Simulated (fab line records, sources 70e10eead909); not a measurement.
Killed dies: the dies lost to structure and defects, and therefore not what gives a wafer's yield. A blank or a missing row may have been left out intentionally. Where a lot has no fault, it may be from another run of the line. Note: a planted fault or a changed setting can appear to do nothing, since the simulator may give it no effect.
The tool behind it: which one? / flow nandHarc / 11 lots with 33 wafers sampled at 4 steps, on a route of 1302 steps

## WHAT EACH GAUGE READ, for each wafer
NHARC_P_GATE_CD_MEAS_46: target cd 720 nm.
lot=L638; measured=day 6 06:06; on=cdSem-02; cdNm (nm)=718.8 718.9 720.3
lot=L640; measured=day 7 07:09; on=cdSem-01; cdNm (nm)=716.9 720.0 717.5
lot=L643; measured=day 8 10:16; on=cdSem-02; cdNm (nm)=721.8 720.4 721.5
lot=L647; measured=day 10 02:54; on=cdSem-02; cdNm (nm)=718.2 718.2 718.5
lot=L648; measured=day 10 09:09; on=cdSem-02; cdNm (nm)=730.6 729.6 730.5
lot=L649; measured=day 10 20:57; on=cdSem-02; cdNm (nm)=727.5 729.6 729.4
lot=L650; measured=day 11 16:10; on=cdSem-02; cdNm (nm)=722.6 721.8 723.6
lot=L655; measured=day 13 15:41; on=cdSem-02; cdNm (nm)=721.1 721.5 722.2
lot=L657; measured=day 14 10:23; on=cdSem-02; cdNm (nm)=720.5 719.3 719.5
lot=L658; measured=day 14 15:19; on=cdSem-01; cdNm (nm)=719.0 719.6 720.7
lot=L659; measured=day 15 00:29; on=cdSem-02; cdNm (nm)=719.7 719.4 718.9

## EACH LOT AND THE TOOL THAT RAN IT (in order: tool; ch and the chambers of the sampled wafers; start)
lot=L638; NHARC_P_GATE_HM_OPEN_105=rieDiel-03 ch 0,2,3, day 5 18:52 or earlier; NHARC_P_GATE_ETCH_32=rieSi-03 ch 0,3, day 5 18:52; NHARC_P_GATE_PEB_44=lithoTrack-03 ch 0, day 6 06:01
lot=L640; NHARC_P_GATE_HM_OPEN_105=rieDiel-06 ch 1,3, day 6 19:53 or earlier; NHARC_P_GATE_ETCH_32=rieSi-03 ch 0,1,2, day 6 19:53; NHARC_P_GATE_PEB_44=lithoTrack-03 ch 0, day 7 07:04
lot=L643; NHARC_P_GATE_HM_OPEN_105=rieDiel-03 ch 0,1,3, day 7 23:03 or earlier; NHARC_P_GATE_ETCH_32=rieSi-03 ch 0,1,3, day 7 23:03; NHARC_P_GATE_PEB_44=lithoTrack-02 ch 0, day 8 10:10
lot=L647; NHARC_P_GATE_HM_OPEN_105=rieDiel-06 ch 0,3, day 9 13:28 or earlier; NHARC_P_GATE_ETCH_32=rieSi-01 ch 0,1,3, day 9 13:28; NHARC_P_GATE_PEB_44=lithoTrack-03 ch 0, day 10 02:49
lot=L648; NHARC_P_GATE_HM_OPEN_105=rieDiel-06 ch 0,2, day 9 21:46 or earlier; NHARC_P_GATE_ETCH_32=rieSi-03 ch 1,3, day 9 21:46; NHARC_P_GATE_PEB_44=lithoTrack-03 ch 0, day 10 09:04
lot=L649; NHARC_P_GATE_HM_OPEN_105=rieDiel-03 ch 1,2,3, day 10 09:31 or earlier; NHARC_P_GATE_ETCH_32=rieSi-06 ch 0,3, day 10 09:31; NHARC_P_GATE_PEB_44=lithoTrack-03 ch 0, day 10 20:52
lot=L650; NHARC_P_GATE_HM_OPEN_105=rieDiel-03 ch 0,1,2, day 11 04:46 or earlier; NHARC_P_GATE_ETCH_32=rieSi-01 ch 0,1,2, day 11 04:46; NHARC_P_GATE_PEB_44=lithoTrack-02 ch 0, day 11 16:04
lot=L655; NHARC_P_GATE_HM_OPEN_105=rieDiel-03 ch 0,1, day 13 04:29 or earlier; NHARC_P_GATE_ETCH_32=rieSi-03 ch 0,2,3, day 13 04:29; NHARC_P_GATE_PEB_44=lithoTrack-02 ch 0, day 13 15:36
lot=L657; NHARC_P_GATE_HM_OPEN_105=rieDiel-03 ch 0,1, day 13 23:14 or earlier; NHARC_P_GATE_ETCH_32=rieSi-06 ch 0,2,3, day 13 23:14; NHARC_P_GATE_PEB_44=lithoTrack-05 ch 0, day 14 10:18
lot=L658; NHARC_P_GATE_HM_OPEN_105=rieDiel-03 ch 2,3, day 14 03:58 or earlier; NHARC_P_GATE_ETCH_32=rieSi-03 ch 1,2, day 14 03:58; NHARC_P_GATE_PEB_44=lithoTrack-03 ch 0, day 14 15:13
lot=L659; NHARC_P_GATE_HM_OPEN_105=rieDiel-03 ch 1,3, day 14 13:11 or earlier; NHARC_P_GATE_ETCH_32=rieSi-03 ch 1,2,3, day 14 13:11; NHARC_P_GATE_PEB_44=lithoTrack-03 ch 0, day 15 00:23
- NHARC_P_GATE_HM_OPEN_105: chemistry O2/COS, target depth 360 nm.
- NHARC_P_GATE_ETCH_32: etches the open film in HBr/Cl2, target depth 150 nm, time 100.1 s.
- NHARC_P_GATE_PEB_44: peb time 85 s.

## WHAT THE TOOLS THEMSELVES READ (means of the sampled wafers that have a number; where no wafer has one, the mark that the record gives instead)
NHARC_P_GATE_HM_OPEN_105.
lot=L638; tool=rieDiel-03; biasW (W)=300.9; chamberPressureMTorr (mTorr)=19.987; drypumpMotorCurrentA (A)=5.5; oesProductAu (a.u.)=0.998; rfVppV (V)=470.9; showerheadPlenumPTorr (Torr)=3.27; throttleValvePct (%)=28.337
lot=L640; tool=rieDiel-06; biasW (W)=299.8; chamberPressureMTorr (mTorr)=19.990; drypumpMotorCurrentA (A)=5.6; oesProductAu (a.u.)=0.994; rfVppV (V)=466.7; showerheadPlenumPTorr (Torr)=3.10; throttleValvePct (%)=28.334
lot=L643; tool=rieDiel-03; biasW (W)=300.1; chamberPressureMTorr (mTorr)=20.004; drypumpMotorCurrentA (A)=5.4; oesProductAu (a.u.)=1.005; rfVppV (V)=467.6; showerheadPlenumPTorr (Torr)=3.16; throttleValvePct (%)=28.332
lot=L647; tool=rieDiel-06; biasW (W)=300.1; chamberPressureMTorr (mTorr)=19.998; drypumpMotorCurrentA (A)=5.9; oesProductAu (a.u.)=0.996; rfVppV (V)=466.6; showerheadPlenumPTorr (Torr)=3.13; throttleValvePct (%)=28.337
lot=L648; tool=rieDiel-06; biasW (W)=300.4; chamberPressureMTorr (mTorr)=19.995; drypumpMotorCurrentA (A)=6.2; oesProductAu (a.u.)=0.997; rfVppV (V)=466.8; showerheadPlenumPTorr (Torr)=3.16; throttleValvePct (%)=28.336
lot=L649; tool=rieDiel-03; biasW (W)=299.6; chamberPressureMTorr (mTorr)=19.989; drypumpMotorCurrentA (A)=5.6; oesProductAu (a.u.)=1.001; rfVppV (V)=468.6; showerheadPlenumPTorr (Torr)=3.18; throttleValvePct (%)=28.336
lot=L650; tool=rieDiel-03; biasW (W)=299.1; chamberPressureMTorr (mTorr)=19.999; drypumpMotorCurrentA (A)=5.8; oesProductAu (a.u.)=1.001; rfVppV (V)=468.0; showerheadPlenumPTorr (Torr)=3.16; throttleValvePct (%)=28.326
lot=L655; tool=rieDiel-03; biasW (W)=300.2; chamberPressureMTorr (mTorr)=20.002; drypumpMotorCurrentA (A)=5.6; oesProductAu (a.u.)=0.998; rfVppV (V)=467.0; showerheadPlenumPTorr (Torr)=3.13; throttleValvePct (%)=28.327
lot=L657; tool=rieDiel-03; biasW (W)=300.4; chamberPressureMTorr (mTorr)=20.011; drypumpMotorCurrentA (A)=5.6; oesProductAu (a.u.)=0.992; rfVppV (V)=467.9; showerheadPlenumPTorr (Torr)=3.13; throttleValvePct (%)=28.330
lot=L658; tool=rieDiel-03; biasW (W)=298.9; chamberPressureMTorr (mTorr)=20.006; drypumpMotorCurrentA (A)=5.2; oesProductAu (a.u.)=1.008; rfVppV (V)=470.8; showerheadPlenumPTorr (Torr)=3.29; throttleValvePct (%)=28.333
lot=L659; tool=rieDiel-03; biasW (W)=300.2; chamberPressureMTorr (mTorr)=19.998; drypumpMotorCurrentA (A)=5.1; oesProductAu (a.u.)=1.007; rfVppV (V)=468.4; showerheadPlenumPTorr (Torr)=3.19; throttleValvePct (%)=28.339

NHARC_P_GATE_ETCH_32.
lot=L638; tool=rieSi-03; biasW (W)=100.31; chamberPressureMTorr (mTorr)=14.993; drypumpMotorCurrentA (A)=5.6; oesProductAu (a.u.)=0.982; throttleValvePct (%)=26.412
lot=L640; tool=rieSi-03; biasW (W)=99.91; chamberPressureMTorr (mTorr)=15.009; drypumpMotorCurrentA (A)=5.9; oesProductAu (a.u.)=0.995; throttleValvePct (%)=26.412
lot=L643; tool=rieSi-03; biasW (W)=99.85; chamberPressureMTorr (mTorr)=14.998; drypumpMotorCurrentA (A)=5.8; oesProductAu (a.u.)=0.992; throttleValvePct (%)=26.407
lot=L647; tool=rieSi-01; biasW (W)=99.85; chamberPressureMTorr (mTorr)=15.012; drypumpMotorCurrentA (A)=6.4; oesProductAu (a.u.)=1.004; throttleValvePct (%)=26.414
lot=L648; tool=rieSi-03; biasW (W)=99.76; chamberPressureMTorr (mTorr)=14.993; drypumpMotorCurrentA (A)=5.5; oesProductAu (a.u.)=0.996; throttleValvePct (%)=26.401
lot=L649; tool=rieSi-06; biasW (W)=100.13; chamberPressureMTorr (mTorr)=15.014; drypumpMotorCurrentA (A)=6.1; oesProductAu (a.u.)=1.001; throttleValvePct (%)=26.411
lot=L650; tool=rieSi-01; biasW (W)=100.09; chamberPressureMTorr (mTorr)=14.964; drypumpMotorCurrentA (A)=6.3; oesProductAu (a.u.)=0.998; throttleValvePct (%)=26.400
lot=L655; tool=rieSi-03; biasW (W)=100.26; chamberPressureMTorr (mTorr)=14.994; drypumpMotorCurrentA (A)=5.7; oesProductAu (a.u.)=1.008; throttleValvePct (%)=26.393
lot=L657; tool=rieSi-06; biasW (W)=99.95; chamberPressureMTorr (mTorr)=14.990; drypumpMotorCurrentA (A)=6.1; oesProductAu (a.u.)=1.005; throttleValvePct (%)=26.407
lot=L658; tool=rieSi-03; biasW (W)=100.24; chamberPressureMTorr (mTorr)=15.004; drypumpMotorCurrentA (A)=5.8; oesProductAu (a.u.)=0.996; throttleValvePct (%)=26.407
lot=L659; tool=rieSi-03; biasW (W)=100.11; chamberPressureMTorr (mTorr)=15.000; drypumpMotorCurrentA (A)=5.6; oesProductAu (a.u.)=1.001; throttleValvePct (%)=26.414

NHARC_P_GATE_PEB_44.
lot=L638; tool=lithoTrack-03; heaterPowerTotalW (W)=164.13; plateTempC (C)=117.98
lot=L640; tool=lithoTrack-03; heaterPowerTotalW (W)=164.01; plateTempC (C)=118.15
lot=L643; tool=lithoTrack-02; heaterPowerTotalW (W)=163.77; plateTempC (C)=118.00
lot=L647; tool=lithoTrack-03; heaterPowerTotalW (W)=163.97; plateTempC (C)=118.09
lot=L648; tool=lithoTrack-03; heaterPowerTotalW (W)=180.47; plateTempC (C)=126.92
lot=L649; tool=lithoTrack-03; heaterPowerTotalW (W)=180.63; plateTempC (C)=126.81
lot=L650; tool=lithoTrack-02; heaterPowerTotalW (W)=164.08; plateTempC (C)=118.06
lot=L655; tool=lithoTrack-02; heaterPowerTotalW (W)=163.93; plateTempC (C)=117.90
lot=L657; tool=lithoTrack-05; heaterPowerTotalW (W)=164.07; plateTempC (C)=117.99
lot=L658; tool=lithoTrack-03; heaterPowerTotalW (W)=163.98; plateTempC (C)=117.91
lot=L659; tool=lithoTrack-03; heaterPowerTotalW (W)=163.76; plateTempC (C)=118.07

## THE ANSWER, worked out from the rows above alone
Rule: usual is defined by the lots themselves. The widest of any qualifying gaps counts: lots, ordered by their means at a reading, are off when they make up no more than a third of the lots, leave a main group of 4 or more, and stand apart from it by 3 or more times the standard deviation of that group's means. A main group is skipped when, at the precision printed for the reading in the tables above, its means are all equal. Also off: a lot with no number at a reading for which 4 or more lots have one. Where the step has rows for the other lots, those lots are counted as sound. After the gauges, taken in route order, come the tools' own readings; for these a lot's mean is taken, as printed above. The first step at which some lot is off is used, and at that step the reading that is off furthest; a lot without a number counts as furthest.
Off: L648, L649 (NHARC_P_GATE_CD_MEAS_46, cdNm). Mean 720.0 nm and standard deviation 1.4 in the main group.
If a tool, at a process step before that reading, ran all the lots that are off and no sound lot after the first of them, it fits. The gauges at NHARC_P_GATE_CD_MEAS_46 aren't tried: what is off there is off at NHARC_P_GATE_PEB_44 too, on other tools, and a gauge's error can't cause that. With no start given for some of its lots, NHARC_P_GATE_HM_OPEN_105 uses the hours and lot order of NHARC_P_GATE_ETCH_32. No candidate that was tried fits.

## WHAT THE SIMULATOR HAD PUT IN
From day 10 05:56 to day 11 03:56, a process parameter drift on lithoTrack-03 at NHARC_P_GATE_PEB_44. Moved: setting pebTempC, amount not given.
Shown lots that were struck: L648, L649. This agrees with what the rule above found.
